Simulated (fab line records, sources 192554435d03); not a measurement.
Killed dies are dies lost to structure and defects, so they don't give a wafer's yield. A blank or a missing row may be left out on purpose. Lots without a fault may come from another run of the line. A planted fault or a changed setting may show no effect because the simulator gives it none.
fab line records | flow n5_finfet | part 1 of 2: steps 1 to 3 of 6
record lots=24 wafers=72 last_day=19
route steps=1938 shown FIN_SAQP@144 FIN_CUT@166 STI_FIN_REVEAL@191 DUMMY_GATE@219 SD_EPI_P@304
lots that met no fault: from a run of the same line without faults
start_h: hours from the record's first day to the start of the lot's first wafer shown | wait_h: hours since the lot's step before | " the same as in the row above | L1.1+2: a row that stands for several wafers | - no value, or no start given | * or withheld: withheld | < > ~ a bound
route shown NAME@n: a module of which the file shows steps, and the number in the route of the first | usual: mean/standard deviation of fault-free wafers | same: alike in all rows | chamber/n: place in a boat | sites: the reading at each site | _std_site: their standard deviation | _edge_site: outer sites' mean less inner sites' | radius_mm: how far each site lies from the wafer's centre | mask NAME#n: copy n | behind: the tool/chamber that last shaped the wafer | hold: why the lot was held/for how many hours/how that ended | device: the transistor (n, p or np) that didn't switch | end of line: the same wafers' tests at the end of the route | a step without rows: its recipe alone | killed: dies lost to structure and defects at the first sort, not the wafer's yield | map: a wafer's dies, x killed, . not, _ none there
set.NAME: the setting as run; set.NAME@STEP: as run at that earlier step | model.NAME: the simulator's own value behind a step, which no gauge read
steps of the route over a sample of lots; a table a step, a row a wafer
services: from which hour (start_h, from the record's first day; less than 0 if before it) a tool's chamber was out of use, for how many hours, and why
## steps
# step N5_FIN_SAQP_STRIP_77
# recipe chemistry=N2/H2 time_s=90 power_w=100 temp_c=40 pressure_mtorr=100 rf_frequency_hz=6e+07 bias_power_w=3 n2_flow_sccm=300 h2_flow_sccm=300
# usual drypump_motor_current_A=5.6/0.53 h2_flow_sccm=300.1/1 oes_product_au=0.79/0.088 rf_vpp_V=45.5/0.83 showerhead_plenum_p_Torr=3.42/0.086 temp_c=39.99/0.11 throttle_valve_pct=12.2/0.32
# same time_s=90
# columns lot.wafer tool chamber start_h wait_h drypump_motor_current_A h2_flow_sccm oes_product_au rf_hours_counter_h rf_vpp_V showerhead_plenum_p_Torr temp_c throttle_valve_pct
L074.1 rie_diel-02 0 26.76 0.0 6.2 299.5 0.74 163 45.0 3.50 39.88 12.5
L074.5 " 1 " " 5.8 300.6 0.84 - 44.6 3.43 39.85 12.4
L074.6 " 2 " " 5.1 301.3 0.75 - 46.6 3.55 40.30 12.5
L075.2 rie_diel-05 3 31.48 0.0 5.6 297.7 0.73 190 45.2 3.48 39.83 12.2
L075.5 " 3 " " 5.6 297.3 0.73 - 45.4 3.48 40.00 12.2
L075.6 " 2 " " 6.0 301.3 0.95 - 44.2 3.31 40.08 11.7
L076.4 rie_diel-05 3 37.96 0.0 5.6 300.7 0.73 192 46.3 3.48 40.05 12.2
L076.5 " 2 " " 6.0 300.0 0.93 - 45.2 3.31 40.09 11.7
L076.6 " 3 " " 5.6 300.5 0.72 - 44.4 3.48 40.04 12.2
L077.1 rie_diel-05 0 44.46 0.0 6.3 300.0 0.85 74 43.5 3.25 39.97 11.9
L077.3 " 1 " " 4.9 299.5 0.75 140 44.8 3.39 40.09 12.1
L077.6 " 1 " " 5.0 298.5 0.75 - 45.3 3.39 39.92 12.1
L078.4 rie_diel-06 1 50.33 0.0 6.5 300.1 0.91 33 44.1 3.46 39.87 11.8
L078.5 " 3 " " 4.8 300.8 0.71 - 46.8 3.33 39.83 12.2
L078.6 " 0 " " 5.3 299.9 0.78 - 47.2 3.51 39.92 12.3
L079.1 rie_diel-02 2 56.24 0.0 5.1 300.6 0.73 151 45.9 3.55 39.87 12.6
L079.3 " 1 " " 5.8 301.0 0.80 90 45.6 3.42 39.89 12.4
L079.4 " 0 " " 6.2 298.9 0.73 173 45.8 3.50 39.95 12.5
L080.3 rie_diel-06 1 62.60 0.0 6.5 299.1 0.91 36 45.1 3.46 40.17 11.8
L080.4 " 0 " " 5.3 298.3 0.78 - 44.0 3.51 39.99 12.3
L080.5 " 1 " " 6.5 299.6 0.91 - 45.7 3.46 40.12 11.8
L081.2 rie_diel-02 2 67.67 0.0 5.1 300.6 0.74 156 45.5 3.54 39.87 12.6
L081.3 " 0 " " 6.2 300.8 0.72 178 46.1 3.50 40.04 12.5
L081.5 " 2 " " 5.1 299.1 0.73 - 45.7 3.54 39.71 12.6
L082.2 rie_diel-06 0 73.55 0.0 5.3 300.3 0.78 142 45.3 3.50 39.88 12.3
L082.3 " 1 " " 6.5 298.8 0.89 41 46.1 3.46 39.99 11.8
L082.6 " 1 " " 6.4 298.8 0.90 - 46.3 3.46 39.97 11.8
L083.3 rie_diel-02 1 80.29 0.0 5.8 300.4 0.80 99 45.8 3.42 39.71 12.4
L083.4 " 2 " " 5.1 301.2 0.73 160 44.8 3.54 39.95 12.6
L083.5 " 2 " " 5.1 299.7 0.72 - 46.2 3.54 40.01 12.6
L084.1 rie_diel-05 3 86.05 0.0 5.6 298.8 0.71 205 45.3 3.47 39.86 12.2
L084.4 " 1 " " 5.0 300.2 0.73 153 45.8 3.38 40.08 12.1
L084.6 " 2 " " 6.0 301.0 0.89 - 44.2 3.30 39.88 11.8
L085.1 rie_diel-05 0 97.14 0.0 6.3 299.6 0.83 90 45.9 3.24 40.00 11.9
L085.4 " 3 " " 5.6 300.4 0.71 208 45.8 3.47 39.98 12.2
L085.6 " 3 " " 5.6 299.3 0.70 - 46.7 3.47 40.02 12.2
L086.1 rie_diel-02 2 100.15 0.0 5.1 300.8 0.72 166 43.9 3.54 40.08 12.6
L086.2 " 1 " " 5.8 300.2 0.80 106 46.2 3.42 40.14 12.5
L086.3 " 0 " " 6.2 301.3 0.72 190 46.4 3.49 39.99 12.6
L087.1 rie_diel-02 3 103.74 0.0 5.3 300.3 0.69 222 45.4 3.46 39.99 12.6
L087.2 " 0 " " 6.2 299.0 0.71 191 45.2 3.49 40.00 12.6
L087.4 " 2 " " 5.1 299.0 0.73 168 45.7 3.54 39.94 12.6
L088.1 rie_diel-06 1 109.28 0.0 6.5 299.1 0.89 53 46.5 3.45 40.06 11.8
L088.3 " 3 " " 4.8 299.2 0.96 9 46.6 3.32 40.06 11.6
L088.5 " 1 " " 6.5 298.3 0.89 - 47.0 3.45 40.00 11.8
L089.2 rie_diel-06 3 116.21 0.0 4.8 299.5 0.96 11 46.4 3.32 39.95 11.7
L089.3 " 2 " " 5.4 299.7 0.68 241 46.2 3.45 39.88 12.4
L089.6 " 3 " " 4.8 299.4 0.94 - 45.8 3.32 39.77 11.7
L090.1 rie_diel-06 3 121.52 0.0 4.8 300.3 0.94 12 44.6 3.32 40.02 11.7
L090.2 " 2 " " 5.4 299.2 0.69 243 46.4 3.44 39.93 12.4
L090.6 " 0 " " 5.3 300.6 0.76 - 45.8 3.49 39.87 12.4
L091.2 rie_diel-05 1 128.03 0.0 4.9 300.1 0.73 166 44.4 3.38 40.17 12.1
L091.3 " 2 " " 6.0 299.5 0.88 38 45.0 3.29 39.94 11.8
L091.4 " 0 " " 6.3 299.4 0.82 100 46.0 3.23 40.09 11.9
L092.2 rie_diel-06 3 134.36 0.0 4.8 301.1 0.95 17 45.7 3.32 39.86 11.7
L092.4 " 0 " " 5.3 300.6 0.77 162 45.3 3.49 40.10 12.4
L092.6 " 3 " " 4.8 300.3 0.94 - 43.8 3.32 39.90 11.7
L093.1 rie_diel-06 1 140.73 0.0 6.4 298.9 0.86 62 45.0 3.45 40.01 11.8
L093.5 " 1 " " 6.4 299.6 0.85 - 45.0 3.45 40.02 11.8
L093.6 " 0 " " 5.3 299.4 0.75 - 46.5 3.49 39.83 12.4
L094.2 rie_diel-06 1 147.33 0.0 6.5 301.0 0.86 64 47.2 3.45 40.10 11.9
L094.3 " 3 " " 4.8 299.6 0.93 21 45.7 3.31 40.24 11.7
L094.5 " 3 " " 4.8 300.3 0.92 - 46.7 3.31 40.25 11.7
L095.1 rie_diel-05 0 151.91 0.0 6.3 301.1 0.81 107 45.1 3.23 40.01 12.0
L095.2 " 1 " " 4.9 300.5 0.72 174 44.8 3.37 39.95 12.1
L095.4 " 3 " " 5.6 299.9 0.70 226 46.2 3.46 39.92 12.3
L096.1 rie_diel-02 1 157.57 0.0 5.8 299.3 0.77 127 44.8 3.40 39.72 12.5
L096.3 " 3 " " 5.3 301.3 0.67 243 46.7 3.45 39.96 12.6
L096.5 " 1 " " 5.8 298.5 0.76 - 46.0 3.40 40.05 12.5
L097.1 rie_diel-06 2 165.17 0.0 5.4 300.7 0.99 2 44.5 3.44 39.86 11.8
L097.4 " 3 " " 4.8 299.8 0.91 29 44.5 3.31 39.94 11.7
L097.5 " 2 " " 5.5 301.4 1.00 - 46.2 3.44 39.94 11.8
# step N5_FIN_SAQP_HM_CD_35
# recipe target_cd_nm=8 polarity=line
# usual cd_nm=8.18/0.25
# columns lot.wafer tool chamber start_h wait_h cd_nm
L074.1 cd_sem-02 - 26.89 0.1 8.62
L074.5 " - " " 7.81
L074.6 " - " " 8.14
L075.2 cd_sem-01 - 31.61 0.1 8.25
L075.5 " - " " 7.77
L075.6 " - " " 8.35
L076.4 cd_sem-02 - 38.09 0.1 7.90
L076.5 " - " " 8.32
L076.6 " - " " 7.91
L077.1 cd_sem-02 - 44.59 0.1 8.11
L077.3 " - " " 8.10
L077.6 " - " " 7.93
L078.4 cd_sem-02 - 50.46 0.1 8.29
L078.5 " - " " 8.08
L078.6 " - " " 8.58
L079.1 cd_sem-02 - 56.36 0.1 8.52
L079.3 " - " " 8.62
L079.4 " - " " 8.14
L080.3 cd_sem-02 - 62.73 0.1 8.15
L080.4 " - " " 8.21
L080.5 " - " " 8.15
L081.2 cd_sem-02 - 67.80 0.1 8.03
L081.3 " - " " 7.86
L081.5 " - " " 8.13
L082.2 cd_sem-01 - 73.68 0.1 8.07
L082.3 " - " " 8.31
L082.6 " - " " 7.87
L083.3 cd_sem-02 - 80.42 0.1 8.21
L083.4 " - " " 8.58
L083.5 " - " " 8.16
L084.1 cd_sem-01 - 86.18 0.1 8.00
L084.4 " - " " 8.14
L084.6 " - " " 8.47
L085.1 cd_sem-02 - 97.26 0.1 8.07
L085.4 " - " " 8.18
L085.6 " - " " 8.20
L086.1 cd_sem-02 - 100.27 0.1 7.93
L086.2 " - " " 7.89
L086.3 " - " " 8.45
L087.1 cd_sem-01 - 103.87 0.1 8.34
L087.2 " - " " 8.06
L087.4 " - " " 8.03
L088.1 cd_sem-01 - 109.40 0.1 8.28
L088.3 " - " " 8.15
L088.5 " - " " 8.11
L089.2 cd_sem-02 - 116.34 0.1 8.37
L089.3 " - " " 8.20
L089.6 " - " " 8.30
L090.1 cd_sem-02 - 121.64 0.1 8.46
L090.2 " - " " 8.09
L090.6 " - " " 8.56
L091.2 cd_sem-01 - 128.16 0.1 8.04
L091.3 " - " " 8.37
L091.4 " - " " 8.17
L092.2 cd_sem-01 - 134.49 0.1 8.20
L092.4 " - " " 8.28
L092.6 " - " " 8.33
L093.1 cd_sem-01 - 140.85 0.1 8.10
L093.5 " - " " 7.72
L093.6 " - " " 8.45
L094.2 cd_sem-01 - 147.46 0.1 8.15
L094.3 " - " " 8.16
L094.5 " - " " 8.43
L095.1 cd_sem-01 - 152.03 0.1 8.17
L095.2 " - " " 7.53
L095.4 " - " " 7.67
L096.1 cd_sem-01 - 157.69 0.1 8.11
L096.3 " - " " 8.08
L096.5 " - " " 7.86
L097.1 cd_sem-01 - 165.29 0.1 8.26
L097.4 " - " " 8.47
L097.5 " - " " 8.20
# step N5_FIN_CUT_DESCUM_13
# recipe chemistry=O2 time_s=7 source_power_w=50 bias_power_w=20 pressure_mtorr=20 rf_frequency_hz=2.712e+07 temp_c=40 resist=CAR-EUV o2_flow_sccm=225
# usual drypump_motor_current_A=5.5/0.57 oes_product_au=0.78/0.073 rf_vpp_V=242.7/1.3 showerhead_plenum_p_Torr=2.06/0.058 temp_c=40.00/0.12 throttle_valve_pct=20.46/0.15
# same time_s=7
# columns lot.wafer tool chamber start_h wait_h drypump_motor_current_A oes_product_au rf_hours_counter_h rf_vpp_V showerhead_plenum_p_Torr temp_c throttle_valve_pct
L074.1 rie_diel-04 1 27.81 0.1 5.7 0.85 92 243.5 2.12 40.02 20.46
L074.5 " 1 " " 5.6 0.85 - 243.8 2.12 39.94 20.46
L074.6 " 2 " " 4.7 0.73 - 241.3 2.00 39.96 20.35
L075.2 rie_diel-01 0 32.48 0.0 5.3 0.70 219 242.1 1.99 40.15 20.82
L075.5 " 3 " " 5.6 0.69 - 244.2 2.18 40.09 20.42
L075.6 " 2 " " 5.5 0.69 - 243.4 2.07 39.92 20.51
L076.4 rie_diel-04 1 38.96 0.0 5.6 0.84 95 244.5 2.12 39.89 20.47
L076.5 " 2 " " 4.7 0.73 - 242.9 2.00 40.04 20.33
L076.6 " 3 " " 6.4 0.80 - 242.7 2.09 39.97 20.45
L077.1 rie_diel-04 0 45.48 0.1 5.3 0.70 237 243.3 2.11 39.90 20.45
L077.3 " 2 " " 4.7 0.73 175 241.4 2.00 40.00 20.35
L077.6 " 0 " " 5.3 0.70 - 243.6 2.11 40.02 20.44
L078.4 rie_diel-04 0 51.19 0.0 5.3 0.70 238 245.2 2.11 39.91 20.43
L078.5 " 2 " " 4.7 0.72 - 240.6 2.00 39.91 20.33
L078.6 " 1 " " 5.7 0.83 - 243.0 2.11 40.19 20.48
L079.1 rie_diel-04 1 57.11 0.0 5.6 0.84 101 243.2 2.11 40.11 20.48
L079.3 " 3 " " 6.4 0.80 107 243.2 2.09 39.87 20.45
L079.4 " 2 " " 4.8 0.73 178 242.4 1.99 39.75 20.36
L080.3 rie_diel-04 2 63.47 0.0 4.7 0.73 180 240.8 1.99 40.02 20.35
L080.4 " 3 " " 6.4 0.80 109 244.4 2.08 39.89 20.44
L080.5 " 2 " " 4.7 0.72 - 241.4 1.99 40.09 20.35
L081.2 rie_diel-03 3 68.67 0.0 6.2 0.89 14 242.9 2.05 40.20 20.40
L081.3 " 0 " " 5.0 0.70 243 242.2 1.96 40.21 20.42
L081.5 " 3 " " 6.2 0.89 - 242.9 2.05 40.02 20.38
L082.2 rie_diel-03 0 74.54 0.0 5.0 0.70 244 240.7 1.96 39.87 20.43
L082.3 " 1 " " 5.6 0.76 164 241.8 2.10 39.95 20.71
L082.6 " 0 " " 5.0 0.70 - 240.7 1.96 39.98 20.42
L083.3 rie_diel-03 2 81.29 0.0 5.1 0.86 74 243.6 2.11 39.95 20.28
L083.4 " 1 " " 5.6 0.75 166 241.5 2.10 39.87 20.72
L083.5 " 0 " " 5.0 0.70 - 241.0 1.96 39.92 20.41
L084.1 rie_diel-04 3 87.05 0.0 6.4 0.78 115 243.0 2.08 40.11 20.46
L084.4 " 1 " " 5.7 0.82 110 243.4 2.11 39.98 20.49
L084.6 " 2 " " 4.7 0.72 - 241.1 1.99 40.04 20.37
L085.1 rie_diel-03 2 98.07 0.0 5.1 0.84 79 243.0 2.11 39.90 20.29
L085.4 " 2 " " 5.1 0.84 - 244.9 2.11 40.04 20.30
L085.6 " 1 " " 5.5 0.74 - 243.3 2.10 40.05 20.72
L086.1 rie_diel-04 3 101.14 0.0 6.4 0.78 120 242.6 2.08 40.16 20.48
L086.2 " 1 " " 5.7 0.82 115 243.2 2.11 40.00 20.50
L086.3 " 1 " " 5.6 0.83 - 243.0 2.11 40.08 20.50
L087.1 rie_diel-01 0 104.61 0.0 5.4 0.70 239 241.0 1.98 40.12 20.84
L087.2 " 3 " " 5.6 0.67 241 244.4 2.17 39.89 20.43
L087.4 " 3 " " 5.6 0.68 - 243.8 2.17 39.99 20.44
L088.1 rie_diel-01 3 110.32 0.2 5.6 0.68 243 242.9 2.17 39.92 20.44
L088.3 " 0 " " 5.3 0.69 241 241.9 1.98 40.00 20.84
L088.5 " 1 " " 5.1 0.76 - 243.8 2.00 39.87 20.71
L089.2 rie_diel-04 3 117.21 0.0 6.4 0.78 126 242.8 2.08 39.99 20.48
L089.3 " 0 " " 5.3 0.97 2 246.0 2.11 39.86 20.24
L089.6 " 2 " " 4.7 0.73 - 241.6 1.99 40.21 20.36
L090.1 rie_diel-03 0 122.56 0.2 5.0 0.98 6 245.8 2.22 39.87 20.19
L090.2 " 2 " " 5.0 0.82 87 242.8 2.10 40.22 20.29
L090.6 " 1 " " 5.6 0.74 - 243.9 2.10 40.00 20.70
L091.2 rie_diel-04 0 128.93 0.0 5.3 0.96 3 244.4 2.11 40.07 20.23
L091.3 " 1 " " 5.6 0.81 122 243.9 2.11 39.99 20.52
L091.4 " 3 " " 6.4 0.78 128 243.3 2.08 39.87 20.47
L092.2 rie_diel-04 2 135.36 0.0 4.8 0.71 194 240.9 1.99 39.99 20.37
L092.4 " 1 " " 5.6 0.82 125 243.9 2.11 39.88 20.51
L092.6 " 3 " " 6.4 0.78 - 241.8 2.08 39.80 20.48
L093.1 rie_diel-04 1 141.71 0.1 5.7 0.81 126 244.9 2.11 40.04 20.51
L093.5 " 2 " " 4.7 0.72 - 241.7 1.99 40.20 20.38
L093.6 " 1 " " 5.7 0.81 - 243.8 2.10 39.88 20.51
L094.2 rie_diel-01 0 148.20 0.0 5.3 0.69 256 242.1 1.97 39.94 20.86
L094.3 " 1 " " 5.1 0.75 147 242.0 1.99 40.09 20.74
L094.5 " 2 " " 5.5 0.95 - 243.3 2.05 40.02 20.23
L095.1 rie_diel-04 2 152.78 0.0 4.7 0.72 199 240.1 1.99 40.07 20.37
L095.2 " 3 " " 6.4 0.77 134 243.7 2.08 39.80 20.49
L095.4 " 1 " " 5.7 0.80 129 242.9 2.10 39.83 20.51
L096.1 rie_diel-04 2 158.56 0.0 4.8 0.71 201 241.1 1.99 39.88 20.39
L096.3 " 3 " " 6.4 0.76 136 243.1 2.08 39.87 20.51
L096.5 " 2 " " 4.8 0.72 - 240.3 1.99 40.06 20.39
L097.1 rie_diel-04 2 166.20 0.1 4.7 0.71 204 241.0 1.99 39.88 20.37
L097.4 " 3 " " 6.4 0.76 139 243.3 2.07 39.89 20.49
L097.5 " 3 " " 6.4 0.76 - 243.0 2.07 39.80 20.50
